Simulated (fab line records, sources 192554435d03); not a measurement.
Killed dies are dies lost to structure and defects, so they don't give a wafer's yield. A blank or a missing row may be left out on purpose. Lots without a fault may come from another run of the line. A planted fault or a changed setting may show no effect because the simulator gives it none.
fab line records | flow n5_finfet
record lots=11 wafers=32 last_day=17
route steps=1938 shown BEOL_M7@1316 BEOL_M8@1334
lots that met no fault: from a run of the same line without faults
start_h: hours from the record's first day to the start of the lot's first wafer shown | wait_h: hours since the lot's step before | " the same as in the row above | L1.1+2: a row that stands for several wafers | - no value, or no start given | * or withheld: withheld | < > ~ a bound
route shown NAME@n: a module of which the file shows steps, and the number in the route of the first | usual: mean/standard deviation of fault-free wafers | same: alike in all rows | chamber/n: place in a boat | sites: the reading at each site | _std_site: their standard deviation | _edge_site: outer sites' mean less inner sites' | radius_mm: how far each site lies from the wafer's centre | mask NAME#n: copy n | behind: the tool/chamber that last shaped the wafer | hold: why the lot was held/for how many hours/how that ended | device: the transistor (n, p or np) that didn't switch | end of line: the same wafers' tests at the end of the route | a step without rows: its recipe alone | killed: dies lost to structure and defects at the first sort, not the wafer's yield | map: a wafer's dies, x killed, . not, _ none there
set.NAME: the setting as run; set.NAME@STEP: as run at that earlier step | model.NAME: the simulator's own value behind a step, which no gauge read
steps of the route over a sample of lots; a table a step, a row a wafer
services: from which hour (start_h, from the record's first day; less than 0 if before it) a tool's chamber was out of use, for how many hours, and why
## steps
# step N5_BEOL_M7_CD_MEAS_35
# recipe target_cd_nm=40 polarity=opening
# usual cd_nm=40.4/0.62
# columns lot.wafer tool chamber start_h wait_h cd_nm
L706.1 cd_sem-02 - 193.02 0.0 39.7
L706.4 " - " " 39.8
L706.6 " - " " 39.1
L704.2 cd_sem-03 - 193.56 0.0 41.6
L704.3 " - " " 41.0
L704.6 " - " " 40.3
L705.2 cd_sem-01 - 199.49 0.0 40.3
L705.5 " - " " 39.7
L705.6 " - " " 40.6
L707.2 cd_sem-03 - 201.74 0.0 40.1
L707.5 " - " " 41.0
L707.6 " - " " 40.2
L709.1 cd_sem-03 - 214.46 0.0 41.9
L709.2 " - " " 41.1
L709.4 " - " " 41.3
L710.1 cd_sem-03 - 228.67 0.0 40.6
L710.3 " - " " 39.6
L710.4 " - " " 40.4
L711.1 cd_sem-01 - 235.19 0.0 38.9
L711.3 " - " " 41.0
L711.5 " - " " 40.5
L713.1 cd_sem-02 - 246.34 0.0 40.8
L713.5 " - " " 40.0
L713.6 " - " " 40.0
L722.1 cd_sem-02 - 300.35 0.0 38.4
L722.4 " - " " 39.0
L723.2 cd_sem-02 - 318.45 0.0 40.1
L723.5 " - " " 39.5
L723.6 " - " " 39.8
L726.2 cd_sem-02 - 324.96 0.0 40.1
L726.3 " - " " 39.5
L726.4 " - " " 40.0
# step N5_BEOL_M7_CURE_75
# recipe temp_c=370 time_s=120 ambient=DMADMS/He material=SiCOH_lowk
# usual lamp_power_pct=52.31/0.052 wafer_temp_C_max=371.5/0.44
# columns lot.wafer tool chamber start_h wait_h lamp_power_pct wafer_temp_C_max
L706.1 uv_cure-03 0 193.07 0.0 52.36 371.2
L706.4 " 0 " " 52.32 372.1
L706.6 " 0 " " 52.28 371.8
L704.2 uv_cure-02 2 193.65 0.1 52.44 372.0
L704.3 " 2 " " 52.25 371.5
L704.6 " 2 " " 52.22 371.3
L705.2 uv_cure-03 1 199.63 0.1 52.27 371.3
L705.5 " 1 " " 52.31 371.4
L705.6 " 1 " " 52.30 372.2
L707.2 uv_cure-01 0 201.83 0.1 52.33 371.9
L707.5 " 0 " " 52.35 371.7
L707.6 " 0 " " 52.39 372.2
L709.1 uv_cure-02 0 214.68 0.2 52.31 371.5
L709.2 " 0 " " 52.29 371.5
L709.4 " 0 " " 52.34 370.9
L710.1 uv_cure-02 2 228.71 0.0 52.25 372.0
L710.3 " 2 " " 52.33 371.4
L710.4 " 2 " " 52.26 371.1
L711.1 uv_cure-02 0 235.23 0.0 52.27 371.2
L711.3 " 0 " " 52.37 371.6
L711.5 " 0 " " 52.35 371.9
L713.1 uv_cure-01 2 246.71 0.4 52.22 372.5
L713.5 " 2 " " 52.39 371.9
L713.6 " 2 " " 52.33 372.1
L722.1 uv_cure-02 0 300.40 0.0 52.29 371.5
L722.4 " 0 " " 52.40 371.1
L723.2 uv_cure-01 1 318.73 0.3 52.40 371.6
L723.5 " 1 " " 52.30 371.5
L723.6 " 1 " " 52.25 371.9
L726.2 uv_cure-02 0 325.05 0.1 52.24 371.4
L726.3 " 0 " " 52.35 371.8
L726.4 " 0 " " 52.35 371.4
# step N5_BEOL_M7_ECD_50
# recipe material=Cu target_thk_a=3000
# columns lot.wafer tool chamber start_h wait_h
L706.1+4+6 ecd_cu-01 1,0,0 194.32 0.1
L704.2+3+6 ecd_cu-02 0,1,1 194.73 0.1
L705.2+5+6 ecd_cu-01 0,0,1 201.18 0.1
L707.2+5+6 ecd_cu-02 1,0,1 203.21 0.1
L709.1+2+4 ecd_cu-02 0,1,0 216.52 0.1
L710.1+3+4 ecd_cu-01 1,0,1 230.29 0.1
L711.1+3+5 ecd_cu-02 0,1,1 237.87 0.1
L713.1+5+6 ecd_cu-02 0,1,0 248.75 0.1
L722.1+4 ecd_cu-01 1,0 303.60 0.1
L723.2+5+6 ecd_cu-01 1,0,1 320.16 0.1
L726.2+3+4 ecd_cu-02 0,0,1 326.28 0.1
# step N5_BEOL_M7_CMP_52
# recipe stop_on=SiCOH_lowk t_overpolish_s=6.9 down_force_psi=1 platen_rpm=50 clearing_platen_down_force_psi=1.5 clearing_platen_rpm=50 post_cmp_clean=cu_alkaline target_thk_nm=80 clearing_platen_pad_velocity_m_s=0.99484 pad_velocity_m_s=0.99484
# usual head_pressure_psi=0.9998/0.0021 motor_current_A=6.0/0.53 slurry_filter_dp_kPa=13.52/0.12 time_to_endpoint_s=62.4/2.6
# columns lot.wafer tool chamber start_h wait_h head_pressure_psi motor_current_A slurry_filter_dp_kPa time_to_endpoint_s
L706.1 cmp-04 1 194.74 0.3 0.9987 5.5 13.32 61.0
L706.4 " 2 " " 1.0007 6.1 13.56 58.8
L706.6 " 2 " " 0.9992 6.1 13.15 57.8
L704.2 cmp-03 1 195.36 0.2 0.9994 6.4 13.41 61.6
L704.3 " 0 " " 0.9989 5.4 13.54 62.6
L704.6 " 2 " " 1.0033 6.3 13.71 67.4
L705.2 cmp-01 0 201.85 0.3 0.9994 6.0 13.33 64.4
L705.5 " 2 " " 0.9967 5.4 13.51 60.8
L705.6 " 3 " " 1.0017 5.7 13.55 65.3
L707.2 cmp-04 3 203.85 0.3 0.9993 6.3 13.49 61.6
L707.5 " 1 " " 1.0030 5.7 13.64 64.3
L707.6 " 2 " " 1.0006 6.3 13.39 61.0
L709.4 cmp-03 0 217.28 0.1 0.9991 5.8 13.65 64.4
L709.1 " 2 " " 0.9978 6.3 13.67 66.8
L709.2 " 3 " " 1.0016 5.8 13.43 62.2
L710.1 cmp-01 1 230.70 0.3 0.9990 7.2 13.39 62.7
L710.3 " 2 " " 1.0009 5.4 13.71 62.5
L710.4 " 3 " " 1.0009 6.2 13.53 63.4
L711.3 cmp-04 1 238.43 0.2 0.9957 5.9 13.67 65.5
L711.1 " 0 " " 0.9983 6.4 13.43 63.3
L711.5 " 1 " " 0.9970 5.3 13.53 66.1
L713.1 cmp-01 1 249.14 0.3 0.9967 7.0 13.55 62.0
L713.5 " 1 " " 0.9998 6.9 13.42 62.1
L713.6 " 2 " " 1.0010 5.3 13.32 60.9
L722.4 cmp-04 2 304.06 0.2 0.9967 5.9 13.40 61.5
L722.1 " 3 " " 0.9997 6.2 13.48 84.5
L723.2 cmp-03 2 320.93 0.5 0.9972 6.4 13.49 64.4
L723.5 " 1 " " 0.9974 6.5 13.53 85.0
L723.6 " 2 " " 0.9985 6.3 13.55 66.0
L726.3 cmp-01 0 326.84 0.2 1.0001 6.4 13.49 62.6
L726.2 " 1 " " 1.0014 7.0 13.27 60.3
L726.4 " 2 " " 1.0047 5.1 13.51 59.3
# step N5_BEOL_M8_THK_MEAS_01
# recipe reads=SiCOH_lowk_of_BEOL_M8_ILD_DEP_00
# usual M8_ILD_THK=154.7/1.9
# columns lot.wafer tool chamber start_h wait_h M8_ILD_THK[nm]
L706.1 film_metro-01 - 195.80 0.4 151.4
L706.4 " - " " 153.6
L706.6 " - " " 155.2
L704.2 film_metro-02 - 196.58 0.4 152.5
L704.3 " - " " 154.2
L704.6 " - " " 155.5
L705.2 film_metro-01 - 204.01 0.7 153.1
L705.5 " - " " 155.6
L705.6 " - " " 156.8
L707.2 film_metro-01 - 206.28 1.3 154.9
L707.5 " - " " 157.6
L707.6 " - " " 156.5
L709.1 film_metro-01 - 218.35 0.4 154.5
L709.2 " - " " 153.7
L709.4 " - " " 156.4
L710.1 film_metro-02 - 231.76 0.4 155.5
L710.3 " - " " 152.0
L710.4 " - " " 157.0
L711.1 film_metro-02 - 239.50 0.4 151.3
L711.3 " - " " 152.7
L711.5 " - " " 158.5
L713.1 film_metro-02 - 250.21 0.4 154.7
L713.5 " - " " 156.5
L713.6 " - " " 156.3
L722.1 film_metro-01 - 305.12 0.4 152.2
L722.4 " - " " 155.2
L723.2 film_metro-02 - 321.96 0.4 155.8
L723.5 " - " " 157.2
L723.6 " - " " 156.7
L726.2 film_metro-02 - 328.14 0.4 155.7
L726.3 " - " " 154.0
L726.4 " - " " 158.0
## services
# columns tool chamber start_h hours kind
cmp-04 - 176.96 4.8 pm
uv_cure-01 - 184.20 5.0 repair
ecd_cu-01 - 185.41 3.5 repair
uv_cure-03 - 217.02 2.8 pm
cmp-03 - 219.00 2.2 repair
cmp-01 - 221.34 4.7 pm
cmp-04 - 223.57 4.0 pm
uv_cure-03 - 225.74 0.6 repair
cmp-04 - 227.57 - consumable_replace:conditioner
cmp-04 - 227.57 - consumable_replace:pad
ecd_cu-02 - 228.96 1.5 repair
uv_cure-03 - 230.33 0.5 repair
uv_cure-02 - 245.75 14.6 pm
cmp-04 - 247.54 5.0 repair
uv_cure-02 - 260.35 7.5 pm
cmp-03 - 299.53 7.0 pm
cmp-01 - 303.82 4.0 pm
cmp-01 - 307.82 - consumable_replace:conditioner
cmp-01 - 307.82 - consumable_replace:pad
cmp-04 - 318.51 3.0 repair
cmp-01 - 320.38 5.9 pm
uv_cure-03 - 324.78 24.9 pm
## key
first_sign step=N5_BEOL_M7_CMP_52 reading=time_to_endpoint_s direction=up sigmas=8.5 usual=* struck=*
effect none on later readings
met_at N5_BEOL_M7_ECD_50
struck_lots L722,L723
struck_wafers L722.1,L723.5
not_acting_at N5_BEOL_M7_CD_MEAS_35,N5_BEOL_M7_CURE_75,N5_BEOL_M8_THK_MEAS_01
onset_between 230.29 303.60
fault kind=process_parameter_drift tool=ecd_cu-01 chamber=- onset_h=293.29 steps=N5_BEOL_M7_ECD_50 channel=target_thk_a offset=* shape=step end_h=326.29 scope=struck_wafers_only acts_in=* stated=*
